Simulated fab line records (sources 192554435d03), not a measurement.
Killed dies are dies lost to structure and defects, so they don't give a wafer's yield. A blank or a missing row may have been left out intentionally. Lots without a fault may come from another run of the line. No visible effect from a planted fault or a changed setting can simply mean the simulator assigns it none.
Code-filled problem report in 8D (eight disciplines) form | flow n5Finfet | the parts of the form that need people (team, actions taken, sign-off) are left out

1. THE ISSUE
Mean of spinSpeedRpm at N5_BEOL_M14_COAT_04: 1756.1 rpm over 3 wafers from 1 lot, against 1704.1 rpm (standard deviation 1.1) on wafers with no fault. That is +47 standard deviations from the usual mean.
The step: resist thk 800 nm.
Seen first at day 13 19:40 on lithoTrack-04, wafer L472.2. Wafers with a number at this step in the record: 15, from 5 lots. By rule, "out" or "out of limits" means more than 4 standard deviations away from the usual mean. Any other wafer with a number is counted as sound.

2. WHAT IT IS AND WHAT IT IS NOT
question                    | is                     | is not
which readings at this step | spinSpeedRpm           | resistLineTempC
which lots                  | L472                   | L462, L463, L478, L481
which wafers of those lots  | all that have a number | -
read on which tools         | lithoTrack-04          | lithoTrack-01, lithoTrack-05
when                        | from day 13 19:40      | up to then (6 sound wafers); but 6 sound wafers of L478, L481 came after

3. THE SUSPECTS, EACH WITH WHAT RULES IT OUT
Counting: any tool at a process step up to the reading is kept as a suspect provided that every lot that is out went through it and no sound lot did after the first of them.
- rtpAnneal-02 at N5_BEOL_M13_ANNEAL_48 (time 90 s): kept. It ran the lot that is out, L472 (day 13 18:43), and no sound lot after that; its last sound lot up to then is L463 (day 11 21:58).
- pecvd-02 at N5_BEOL_M13_DEP_53 (deposits SiCN from 3MS/NH3, target thk 50 nm, time 17.8 s): kept. It ran the lot that is out, L472 (day 13 19:19), and no sound lot after that.
- lithoTrack-04 at N5_BEOL_M14_COAT_04 (resist thk 800 nm): kept. It ran the lot that is out, L472 (day 13 19:40), and no sound lot after that; its last sound lot up to then is L462 (day 11 10:34). Out on those wafers are its own readings of spinSpeedRpm.
rtpAnneal-02 at N5_BEOL_M13_ANNEAL_48, pecvd-02 at N5_BEOL_M13_DEP_53 and lithoTrack-04 at N5_BEOL_M14_COAT_04 are what is left after counting.

4. THE CAUSE (what the simulator had put in)
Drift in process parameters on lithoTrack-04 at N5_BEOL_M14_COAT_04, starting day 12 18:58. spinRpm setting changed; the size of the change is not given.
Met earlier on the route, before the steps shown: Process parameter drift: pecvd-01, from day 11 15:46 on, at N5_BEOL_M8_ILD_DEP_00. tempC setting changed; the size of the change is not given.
Counting left 3 suspects, and this tool is among them.

5. THE CHAIN OF EFFECTS, in route order
Rows list readings where the struck wafers' mean (over those with a number) sits beyond 3 standard deviations from the usual. Scope: only readings with a usual standard deviation given in the record; hours: median across lots of the time from each lot's start at the first step in this table that gives one to its start at this step; sigmas: change in usual standard deviations.
hours | step                | reading      | usual      | on struck wafers | change | sigmas
0     | N5_BEOL_M14_COAT_04 | spinSpeedRpm | 1704.1 rpm | 1756.1           | +52.0  | +47
Process steps it contains:
- N5_BEOL_M14_COAT_04: resist thk 800 nm.
At these later measuring or inspecting steps, every struck wafer for which the step has a row has a number for every such reading, and none has moved that far: N5_BEOL_M14_CD_MEAS_10, N5_BEOL_M14_OVL_MEAS_11, N5_BEOL_M14_INSPECT_12.

6. HOW IT WOULD HAVE BEEN CAUGHT EARLIER
In this record no reading fell out of limits until day 13 19:40, 25 hours after the fault had begun at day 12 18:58.
